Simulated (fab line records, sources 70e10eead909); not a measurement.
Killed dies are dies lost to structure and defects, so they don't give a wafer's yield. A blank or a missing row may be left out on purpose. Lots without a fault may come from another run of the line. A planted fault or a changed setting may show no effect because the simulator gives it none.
fab line records | flow nand_harc
record lots=11 wafers=32 last_day=34
route steps=1302 shown A_CHANNEL_HOLE_D2@586 END@1302
lots that met no fault: from a run of the same line without faults
start_h: hours from the record's first day to the start of the lot's first wafer shown | wait_h: hours since the lot's step before | " the same as in the row above | L1.1+2: a row that stands for several wafers | - no value, or no start given | * or withheld: withheld | < > ~ a bound
route shown NAME@n: a module of which the file shows steps, and the number in the route of the first | usual: mean/standard deviation of fault-free wafers | same: alike in all rows | chamber/n: place in a boat | sites: the reading at each site | _std_site: their standard deviation | _edge_site: outer sites' mean less inner sites' | radius_mm: how far each site lies from the wafer's centre | mask NAME#n: copy n | behind: the tool/chamber that last shaped the wafer | hold: why the lot was held/for how many hours/how that ended | device: the transistor (n, p or np) that didn't switch | end of line: the same wafers' tests at the end of the route | a step without rows: its recipe alone | killed: dies lost to structure and defects at the first sort, not the wafer's yield | map: a wafer's dies, x killed, . not, _ none there
set.NAME: the setting as run; set.NAME@STEP: as run at that earlier step | model.NAME: the simulator's own value behind a step, which no gauge read
steps of the route over a sample of lots; a table a step, a row a wafer
services: from which hour (start_h, from the record's first day; less than 0 if before it) a tool's chamber was out of use, for how many hours, and why
## steps
# step NHARC_A_CHANNEL_HOLE_D2_ETCH_38
# recipe target_depth_a=390 over_etch_frac=0.3 time_s=65 ion_energy_ev=80 cf4_flow_sccm=150 ar_flow_sccm=0 rf_w=300 bias_w=100 chemistry=CF4
# usual chamber_pressure_mTorr=50.00/0.049 drypump_motor_current_A=5.99/0.26 oes_product_au=1.001/0.0097 rf_vpp_V=151.2/1.2 showerhead_plenum_p_Torr=1.76/0.074 throttle_valve_pct=13.284/0.0095
# columns lot.wafer tool chamber start_h wait_h chamber_pressure_mTorr drypump_motor_current_A oes_product_au rf_hours_counter_h rf_vpp_V showerhead_plenum_p_Torr throttle_valve_pct
L574.3 rie_diel-10 1 303.63 0.1 50.02 6.11 1.002 4.4 149.6 1.67 13.281
L574.6 " 1 " " 50.02 6.11 0.996 - 150.8 1.67 13.265
L574.5 " 2 " " 50.06 5.99 1.002 - 153.8 1.84 13.285
L575.2 rie_diel-10 3 309.80 0.1 49.95 6.12 1.002 4.9 151.5 1.79 13.293
L575.1 " 1 " " 49.99 6.08 0.999 4.9 150.4 1.67 13.273
L575.3 " 2 " " 49.96 5.98 1.014 5.6 152.3 1.84 13.294
L577.2 rie_diel-05 3 338.36 0.1 49.95 6.32 1.023 5.9 149.9 1.70 13.288
L577.4 " 0 " " 50.05 5.53 0.994 5.5 152.6 1.87 13.305
L577.5 " 2 " " 49.97 6.14 1.018 - 152.3 1.82 13.267
L579.3 rie_diel-05 3 365.69 0.1 50.00 6.34 1.011 7.3 151.6 1.70 13.284
L579.6 " 3 " " 49.94 6.34 1.010 - 149.4 1.70 13.304
L579.5 " 0 " " 50.03 5.54 0.987 - 153.2 1.87 13.287
L588.3 rie_diel-05 0 453.06 0.1 49.93 5.51 0.986 1.9 152.4 1.87 13.289
L588.6 " 0 " " 49.94 5.54 0.988 - 153.6 1.87 13.283
L588.5 " 1 " " 49.96 5.73 1.002 - 150.5 1.68 13.286
L590.1 rie_diel-10 2 453.22 0.1 49.95 6.02 1.007 1.3 152.8 1.84 13.292
L590.6 " 1 " " 49.98 6.06 0.992 - 150.9 1.67 13.264
L590.5 " 2 " " 49.97 6.02 1.004 - 152.1 1.84 13.282
L589.3 rie_diel-10 3 454.02 0.4 50.00 6.05 1.001 1.7 151.3 1.79 13.293
L589.2 " 0 " " 49.98 6.20 0.994 1.8 153.4 1.79 13.279
L591.2 rie_diel-05 0 465.48 0.1 49.97 5.55 0.988 2.8 152.5 1.87 13.284
L591.1 " 3 " " 49.99 6.31 0.990 2.5 151.4 1.70 13.287
L591.5 " 0 " " 49.98 5.56 0.987 - 152.6 1.87 13.271
L594.1 rie_diel-05 3 497.75 0.1 50.02 6.32 0.997 3.9 152.0 1.70 13.300
L594.4 " 0 " " 50.01 5.54 0.997 4.3 153.9 1.87 13.286
L594.3 " 1 " " 50.05 5.73 0.997 4.2 150.9 1.68 13.270
L595.4 rie_diel-05 0 511.55 0.1 49.98 5.52 0.992 5.2 152.1 1.87 13.281
L595.1 " 2 " " 50.00 6.09 0.999 5.0 151.7 1.82 13.292
L595.6 " 0 " " 50.08 5.52 0.988 - 152.2 1.87 13.280
L596.1 rie_diel-05 3 525.04 0.1 50.05 6.33 0.988 5.9 150.7 1.70 13.281
L596.2 " 1 " " 50.01 5.72 1.003 5.7 148.6 1.68 13.281
L596.5 " 3 " " 50.01 6.34 0.990 - 151.1 1.70 13.275
# step NHARC_A_CHANNEL_HOLE_D2_ETCH_34
# recipe target_depth_a=1540 time_s=77 cf4_flow_sccm=100 chf3_flow_sccm=30 ar_flow_sccm=0 rf_w=500 bias_w=200 chemistry=CF4/CHF3
# usual chamber_pressure_mTorr=24.998/0.023 drypump_motor_current_A=5.98/0.25 oes_product_au=0.959/0.019 rf_vpp_V=370.4/2.4 showerhead_plenum_p_Torr=1.57/0.065 throttle_valve_pct=16.804/0.0085
# columns lot.wafer tool chamber start_h wait_h chamber_pressure_mTorr drypump_motor_current_A oes_product_au rf_hours_counter_h rf_vpp_V showerhead_plenum_p_Torr throttle_valve_pct
L574.3 rie_diel-10 0 303.99 - 24.979 6.18 0.957 3.8 370.5 1.59 16.802
L574.5 " 2 " " 25.025 5.97 0.973 - 373.8 1.64 16.802
L574.6 " 3 " " 24.990 6.14 0.963 - 370.1 1.59 16.799
L575.1 rie_diel-10 0 310.15 - 24.992 6.24 0.964 4.4 370.4 1.59 16.800
L575.3 " 1 " " 24.995 6.09 0.969 5.1 368.9 1.48 16.807
L575.2 " 2 " " 24.983 5.97 0.975 5.8 373.7 1.64 16.809
L577.4 rie_diel-05 0 338.71 - 25.004 5.54 0.938 5.6 373.6 1.66 16.799
L577.2 " 1 " " 24.975 5.71 0.954 5.3 368.2 1.49 16.800
L577.5 " 0 " " 25.030 5.54 0.929 - 374.9 1.66 16.795
L579.3 rie_diel-05 2 366.04 - 25.009 6.12 0.967 7.2 372.3 1.62 16.811
L579.6 " 1 " " 24.956 5.74 0.955 - 368.7 1.49 16.805
L579.5 " 2 " " 24.977 6.17 0.967 - 371.5 1.62 16.789
L588.3 rie_diel-05 3 453.43 - 24.976 6.32 0.976 1.9 369.6 1.51 16.788
L588.5 " 0 " " 24.993 5.53 0.953 - 373.0 1.66 16.800
L588.6 " 1 " " 25.002 5.71 0.961 - 368.0 1.49 16.800
L590.1 rie_diel-10 3 453.56 - 24.991 6.08 0.863 1.5 371.3 1.59 16.799
L590.6 " 3 " " 25.018 6.06 0.918 - 370.3 1.59 16.807
L590.5 " 0 " " 24.957 6.22 0.863 - 371.4 1.59 16.814
L589.2 rie_diel-10 3 454.36 - 24.965 6.10 0.952 1.9 370.9 1.59 16.802
L589.3 " 0 " " 24.972 6.24 0.925 2.0 371.3 1.59 16.800
L591.1 rie_diel-05 1 465.83 - 25.015 5.72 0.916 3.2 369.0 1.49 16.801
L591.2 " 2 " " 25.033 6.14 0.923 2.8 371.4 1.62 16.828
L591.5 " 0 " " 24.968 5.52 0.914 - 374.9 1.66 16.803
L594.3 rie_diel-05 3 498.10 - 25.043 6.35 0.968 4.0 369.1 1.51 16.794
L594.4 " 0 " " 25.003 5.53 0.970 4.4 372.8 1.66 16.803
L594.1 " 1 " " 25.036 5.72 0.966 4.4 367.6 1.49 16.801
L595.4 rie_diel-05 1 511.88 - 24.992 5.71 0.988 5.3 368.7 1.49 16.795
L595.1 " 0 " " 24.986 5.54 0.944 5.4 373.4 1.66 16.810
L595.6 " 2 " " 24.994 6.14 0.985 - 372.7 1.62 16.801
L596.1 rie_diel-05 0 525.40 - 25.042 5.56 0.947 6.2 373.0 1.66 16.808
L596.2 " 1 " " 25.002 5.75 0.958 5.9 367.5 1.49 16.798
L596.5 " 2 " " 25.002 6.13 0.971 - 372.6 1.62 16.804
# step NHARC_A_CHANNEL_HOLE_D2_ETCH_22
# recipe bias_v=3000 source_w=withheld pressure_mtorr=20 time_s=666.7 ar_flow_sccm=375 c4f8_flow_sccm=89.3 o2_flow_sccm=35.7 temp_c=-20 target_depth_a=16000 chemistry=C4F8/O2/Ar
# usual chamber_pressure_mTorr=20.002/0.018 drypump_motor_current_A=6.0/0.38 o2_flow_sccm=35.71/0.1 showerhead_plenum_p_Torr=3.76/0.13 throttle_valve_pct=32.156/0.0088
# columns lot.wafer tool chamber start_h wait_h chamber_pressure_mTorr drypump_motor_current_A o2_flow_sccm rf_hours_counter_h showerhead_plenum_p_Torr throttle_valve_pct
L574.3 har_etch-01 1 305.88 0.4 20.020 5.8 35.78 - 3.70 32.171
L574.6 " 0 " " 19.987 5.9 35.59 - 3.70 32.164
L574.5 " 1 " " 20.044 5.8 35.81 - 3.70 32.153
L575.2 har_etch-02 1 311.77 0.4 20.028 5.7 35.74 365 3.92 32.156
L575.1 " 0 " " 19.982 6.6 35.82 380 3.54 32.149
L575.3 " 0 " " 20.004 6.6 35.89 - 3.54 32.156
L577.2 har_etch-02 0 341.36 0.4 19.995 6.6 35.90 395 3.53 32.149
L577.4 " 1 " " 19.997 5.7 35.61 - 3.91 32.158
L577.5 " 0 " " 19.970 6.6 35.67 - 3.53 32.152
L579.3 har_etch-02 0 370.42 0.4 19.998 6.6 35.72 - 3.52 32.150
L579.6 " 0 " " 19.996 6.6 35.81 - 3.52 32.161
L579.5 " 1 " " 20.041 5.6 35.66 - 3.90 32.161
L588.3 har_etch-02 0 455.21 0.4 19.991 6.6 35.78 - 3.91 32.143
L588.5 " 0 " " 19.972 6.6 35.68 - 3.91 32.144
L588.6 " 1 " " 20.001 5.6 35.57 - 3.88 32.152
L590.1 har_etch-01 0 455.27 0.4 20.015 5.9 35.52 246 3.65 32.163
L590.5 " 1 " " 19.991 5.8 35.80 - 3.65 32.164
L590.6 " 0 " " 20.001 6.0 35.68 - 3.65 32.175
L589.2 har_etch-02 0 459.27 0.4 20.025 6.6 35.87 39 3.91 32.150
L589.3 " 0 " " 20.004 6.6 35.85 - 3.91 32.153
L591.2 har_etch-02 1 471.29 0.4 20.010 5.7 35.63 50 3.87 32.151
L591.1 " 0 " " 19.995 6.6 35.60 50 3.90 32.151
L591.5 " 1 " " 20.014 5.7 35.72 - 3.87 32.160
L594.1 har_etch-01 0 499.89 0.4 19.968 5.9 35.74 272 3.63 32.162
L594.4 " 1 " " 20.003 5.8 35.76 - 3.63 32.136
L594.3 " 0 " " 20.000 5.9 35.66 - 3.63 32.156
L595.1 har_etch-02 0 514.07 0.4 20.018 6.6 35.69 74 3.89 32.160
L595.4 " 1 " " 20.018 5.7 35.78 - 3.86 32.140
L595.6 " 1 " " 19.977 5.7 35.92 - 3.86 32.143
L596.1 har_etch-01 1 529.31 0.4 19.990 5.8 35.84 291 3.62 32.155
L596.2 " 0 " " 20.008 5.9 35.76 291 3.62 32.133
L596.5 " 1 " " 19.995 5.8 35.81 - 3.62 32.154
# step NHARC_A_CHANNEL_HOLE_D2_ETCH_23
# recipe bias_v=5000 source_w=withheld pressure_mtorr=20 time_s=819 ar_flow_sccm=375 c4f8_flow_sccm=89.3 o2_flow_sccm=35.7 temp_c=-20 target_depth_a=16000 chemistry=C4F8/O2/Ar
# usual chamber_pressure_mTorr=20.001/0.019 drypump_motor_current_A=6.0/0.38 o2_flow_sccm=35.71/0.1 showerhead_plenum_p_Torr=3.76/0.13 throttle_valve_pct=32.154/0.0091
# columns lot.wafer tool chamber start_h wait_h chamber_pressure_mTorr drypump_motor_current_A o2_flow_sccm rf_hours_counter_h showerhead_plenum_p_Torr throttle_valve_pct
L574.3 har_etch-01 1 306.51 0.5 19.995 5.8 35.58 - 3.70 32.155
L574.6 " 0 " " 20.013 5.9 35.69 - 3.70 32.164
L574.5 " 1 " " 19.989 5.8 35.55 - 3.70 32.154
L575.2 har_etch-02 1 312.35 0.5 20.001 5.6 35.82 365 3.92 32.167
L575.1 " 0 " " 19.997 6.6 35.75 380 3.54 32.158
L575.3 " 0 " " 20.012 6.6 35.76 - 3.54 32.150
L577.2 har_etch-02 0 341.95 0.5 20.006 6.6 35.44 395 3.53 32.149
L577.4 " 1 " " 19.991 5.7 35.69 - 3.91 32.150
L577.5 " 0 " " 19.979 6.6 35.52 - 3.53 32.143
L579.3 har_etch-02 0 371.03 0.5 20.013 6.6 35.59 - 3.52 32.157
L579.6 " 0 " " 19.990 6.6 35.73 - 3.52 32.149
L579.5 " 1 " " 19.995 5.7 35.64 - 3.90 32.140
L588.3 har_etch-02 0 455.82 0.5 19.984 6.6 35.69 - 3.91 32.161
L588.5 " 0 " " 19.979 6.6 35.73 - 3.91 32.154
L588.6 " 1 " " 20.015 5.6 35.66 - 3.88 32.153
L590.1 har_etch-01 0 455.86 0.5 19.979 5.9 35.67 246 3.65 32.165
L590.5 " 1 " " 19.998 5.8 35.79 - 3.65 32.165
L590.6 " 0 " " 19.995 5.9 35.77 - 3.65 32.151
L589.2 har_etch-02 0 459.86 0.5 19.971 6.6 35.68 39 3.91 32.154
L589.3 " 0 " " 20.035 6.6 35.69 - 3.91 32.173
L591.2 har_etch-02 1 471.87 0.5 19.974 5.7 35.71 51 3.87 32.150
L591.1 " 0 " " 19.974 6.6 35.72 51 3.90 32.149
L591.5 " 1 " " 19.970 5.7 35.72 - 3.87 32.152
L594.1 har_etch-01 0 500.47 0.5 19.973 5.9 35.64 272 3.63 32.153
L594.4 " 1 " " 19.976 5.8 35.65 - 3.63 32.160
L594.3 " 0 " " 19.986 5.9 35.68 - 3.63 32.171
L595.1 har_etch-02 0 514.66 0.5 19.970 6.6 35.68 74 3.89 32.162
L595.4 " 1 " " 19.967 5.7 35.71 - 3.86 32.164
L595.6 " 1 " " 20.007 5.7 35.76 - 3.86 32.152
L596.1 har_etch-01 1 529.89 0.5 20.005 5.8 35.83 291 3.62 32.152
L596.2 " 0 " " 19.977 5.9 35.89 291 3.62 32.163
L596.5 " 1 " " 19.980 5.8 35.62 - 3.62 32.145
# step NHARC_END_SORT_01
# recipe temp_c=25
# usual killed_at_array=55/17 killed_at_other=1.1/1.6 killed_at_periphery=3.8/2.5 killed_dies=60/18 killed_open=3.3/1.9 killed_short=2.5/1.7
# same gross_dies=677
# columns lot.wafer tool chamber start_h wait_h killed_at_array killed_at_other killed_at_periphery killed_dies killed_open killed_short
L590.1 prober-01 0 711.23 2.5 280 0 4 284 2 5
L590.5 prober-01 0 714.47 3.7 219 0 2 221 3 1
L590.6 prober-01 0 715.28 4.0 78 0 5 83 5 3
# killed by level:class
L590.1 A_CHANNEL_HOLE_D2:area_etch=217 A_CHANNEL_HOLE_D1:chamber_film_flake=26 A_SLIT:chamber_film_flake=15 A_CHANNEL_HOLE_D2:chamber_film_flake=6 A_STAIRCASE:chamber_film_flake=3 A_M1:chamber_film_flake=3 A_WL_FILL:geometric_particle:short=2 A_DECK1_JOINT:chamber_film_flake=2
L590.5 A_CHANNEL_HOLE_D2:area_etch=133 A_CHANNEL_HOLE_D1:chamber_film_flake=35 A_SLIT:chamber_film_flake=27 A_CHANNEL_HOLE_D2:chamber_film_flake=14 A_ZERO_WELL:chamber_film_flake=2 A_ONON_D1:geometric_particle:open=1 A_CHANNEL_HOLE_D1:geometric_particle:short=1 A_CHANNEL_FILL_D2:geometric_particle:open=1
L590.6 A_CHANNEL_HOLE_D1:chamber_film_flake=34 A_SLIT:chamber_film_flake=18 A_CHANNEL_HOLE_D2:chamber_film_flake=7 A_STAIRCASE:chamber_film_flake=4 A_CONTACT:chamber_film_flake=4 A_CHANNEL_FILL_D2:geometric_particle:open=2 P_GATE:chamber_film_flake=2 P_M2:chamber_film_flake=2
## services
# columns tool chamber start_h hours kind
rie_diel-05 0 287.60 - clean
rie_diel-05 1 287.60 - clean
rie_diel-05 2 287.60 - clean
rie_diel-05 3 287.60 - clean
rie_diel-05 0 312.10 - clean
rie_diel-05 1 312.10 - clean
rie_diel-05 2 312.10 - clean
rie_diel-05 3 312.10 - clean
rie_diel-05 - 314.50 1.0 repair
rie_diel-05 1 325.77 4.3 repair
rie_diel-05 0 336.60 - clean
rie_diel-05 1 336.60 - clean
rie_diel-05 2 336.60 - clean
rie_diel-05 3 336.60 - clean
rie_diel-05 2 343.85 10.0 repair
rie_diel-10 1 344.52 9.5 repair
rie_diel-05 0 361.10 - clean
rie_diel-05 1 361.10 - clean
har_etch-02 - 377.42 17.0 pm
rie_diel-05 3 396.44 1.7 repair
rie_diel-05 - 406.60 9.0 pm
rie_diel-10 - 419.50 9.0 pm
rie_diel-10 1 454.23 1.6 repair
rie_diel-10 2 523.57 7.0 repair
## key
first_sign step=NHARC_A_CHANNEL_HOLE_D2_ETCH_34 reading=oes_product_au direction=down sigmas=5.1 usual=0.959 struck=0.863
effect step=NHARC_END_SORT_01 reading=killed_at_array direction=up sigmas=11 usual=55 struck=250
more_kills_born_at NHARC_A_CHANNEL_HOLE_D2_ETCH_34@rie_diel-10=350
met_at NHARC_A_CHANNEL_HOLE_D2_ETCH_34
struck_lots L590
struck_wafers L590.1,L590.5
tester_left_out L590
not_acting_at NHARC_A_CHANNEL_HOLE_D2_ETCH_38,NHARC_A_CHANNEL_HOLE_D2_ETCH_22,NHARC_A_CHANNEL_HOLE_D2_ETCH_23
onset_between 310.15 453.56
fault kind=process_parameter_drift tool=rie_diel-10 chamber=- onset_h=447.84 steps=NHARC_A_CHANNEL_HOLE_D2_ETCH_34 channel=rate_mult offset=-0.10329 shape=step end_h=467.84 scope=struck_wafers_only
# tester_left_out: of these lots the tester's yield and bins aren't shown, on N5 and GAA mostly nor the transistor test; their killed dies are dies lost to structure and defects alone, not to doping, threshold or leakage, so they don't give the yield
